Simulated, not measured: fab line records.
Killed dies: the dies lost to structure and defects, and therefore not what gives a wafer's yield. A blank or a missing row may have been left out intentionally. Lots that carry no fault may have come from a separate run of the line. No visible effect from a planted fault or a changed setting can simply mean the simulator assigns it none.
A struck lot beside a sound one + flow nandHarc + 21 out of 1159 route steps
Sound: the wafers L353.1, L353.2, L353.4. The struck wafers were L347.1, L347.3, L347.6. Last of all comes the cause.
Order at every step that has rows: each side's tool, ch and its chambers, its first start. Under that, the readings that differ: sound wafers + struck wafers + difference of the means + sigmas: that difference in standard deviations of wafers without a fault.
alike: same words and numbers on both sides, and readings whose means sit less than 2 such deviations apart. not compared: any withheld reading, any reading some wafer has no value for, any bound like >300 that may hide the same value, and any number with overlapping values for which the record gives no deviation.
The two part at a step that has a row with sigmas, a row that says differs or no value, or rows on one side only. When numbers do not overlap yet have no deviation, they are printed without sigmas and do not part them. Lack of a reading on every wafer of one side parts them only where that side has two or more wafers.

first, 1 step without rows for these wafers: NHARC_A_SLIT_DEVELOP_08 (develop time 35 s).
NHARC_A_SLIT_CD_MEAS_09: target cd 300 nm.
  sound on cdSem-01 ch 0, day 17 18:24; struck on cdSem-03 ch 0, day 16 22:21
  alike: cdNm
NHARC_A_SLIT_OVL_MEAS_10:
  sound on overlay-02, day 17 18:29; struck on overlay-01, day 16 22:27
  alike: overlayXNm, overlayYNm
NHARC_A_SLIT_INSPECT_11:
  sound on defectInspect-02, day 17 18:31; struck on defectInspect-02, day 16 22:29
  alike: rawDefectCount
then, 2 steps without rows for these wafers: NHARC_A_SLIT_DESCUM_14 (chemistry O2, time 3 s); NHARC_A_SLIT_ETCH_24 (etches the open film in CF4/CHF3, target depth 121 nm, time 60.5 s).
NHARC_A_SLIT_ETCH_15: etches the open film in O2/COS, target depth 3200 nm, time 832 s.
  sound: rieDiel-12 ch 0,1; struck: rieDiel-02 ch 0,1,2
  alike: chamberPressureMTorr, drypumpMotorCurrentA, oesProductAu, rfVppV, showerheadPlenumPTorr, throttleValvePct
  not compared: rfHoursCounterH
NHARC_A_SLIT_ETCH_17: etches the open film in C4F8/O2/Ar, time 1687.5 s, target depth 10100 nm.
  sound on harEtch-01 ch 0,1, day 17 19:31; struck on harEtch-01 ch 0,1, day 17 00:07
  alike: c4f8FlowSccm, chamberPressureMTorr, drypumpMotorCurrentA, showerheadPlenumPTorr, throttleValvePct
  not compared: rfHoursCounterH
NHARC_A_SLIT_ETCH_26: etches the open film in C4F8/O2/Ar, time 90 s, target depth 400 nm.
  sound on harEtch-01 ch 0,1, day 17 20:58; struck on harEtch-01 ch 0,1, day 17 01:22
  alike: biasV, c4f8FlowSccm, chamberPressureMTorr, drypumpMotorCurrentA, showerheadPlenumPTorr, throttleValvePct
  not compared: rfHoursCounterH
then, 1 step without rows for these wafers: NHARC_A_SLIT_STRIP_28 (strips in O2/COS).
NHARC_A_SLIT_ETCH_29: etches the open film in CF4/O2, target depth 100 nm, overetch 10 nm, time 55 s.
  sound on rieDiel-12 ch 0,1, day 17 21:47; struck on rieDiel-03 ch 1,3, day 17 01:58
  alike: chamberPressureMTorr, drypumpMotorCurrentA, oes_f_703_au, oes_o_777_au, oesProductAu, rfVppV, showerheadPlenumPTorr, throttleValvePct
  not compared: rfHoursCounterH
then, 1 step without rows for these wafers: NHARC_A_SLIT_STRIP_18 (strips in O2).
NHARC_A_SLIT_PRECLEAN_19: cleans in SC1.
  sound on wetBench-04 ch 1,3,4, day 17 22:14; struck on wetBench-05 ch 1,2,3, day 17 02:22
  alike: nh4ohFlowMLMin
then, 1 step without rows for these wafers: NHARC_A_SLIT_SRD_20.
NHARC_A_SLIT_CD_MEAS_21:
  sound on cdSem-01, day 17 22:22; struck on cdSem-02, day 17 02:29
  alike: cdNm
then, 3 steps without rows for these wafers: NHARC_A_SIN_REMOVE_WET_00 (chemistry H3PO4, time 15300 s); NHARC_A_SIN_REMOVE_PRECLEAN_01 (cleans in SC1); NHARC_A_SIN_REMOVE_SRD_02.
NHARC_A_SIN_REMOVE_INSPECT_04:
  sound on defectInspect-02, day 18 05:50; struck on defectInspect-02, day 17 10:07
| reading        | sound       | struck      | difference | sigmas |
|----------------|-------------|-------------|------------|--------|
| rawDefectCount | 300 217 280 | 834 913 854 | +601       | +9     |
NHARC_A_WL_FILL_ALD_00: deposits Al2O3, target thk 3 nm, pulse time 3 s, ald cycles 30.
  sound on aldHk-01 ch 0,1,3, day 18 11:14; struck on aldHk-04 ch 0,3, day 17 10:11
  alike: heaterPowerW, precursorPulseHeightRel
-- the record jumps here: 5 days lie between the struck wafers' starts before and after (it left off in module A_WL_FILL and takes up again in module END, whose first step shown is number 1159 of the route) --
NHARC_END_SORT_01:
  sound on prober-02 ch 0, day 23 12:40; struck on prober-01 ch 0, day 22 06:23
| reading       | sound    | struck    | difference | sigmas |
|---------------|----------|-----------|------------|--------|
| killedAtArray | 22 24 31 | 79 96 94  | +64        | +6     |
| killedDies    | 23 27 35 | 84 101 99 | +66        | +7     |
  alike: killedAtOther, killedAtPeriphery, killedOpen, killedShort

== WHERE THEY PART ==
Earliest at NHARC_A_SIN_REMOVE_INSPECT_04; latest, in this record, at NHARC_END_SORT_01.

WHY: what had been put in by the simulator
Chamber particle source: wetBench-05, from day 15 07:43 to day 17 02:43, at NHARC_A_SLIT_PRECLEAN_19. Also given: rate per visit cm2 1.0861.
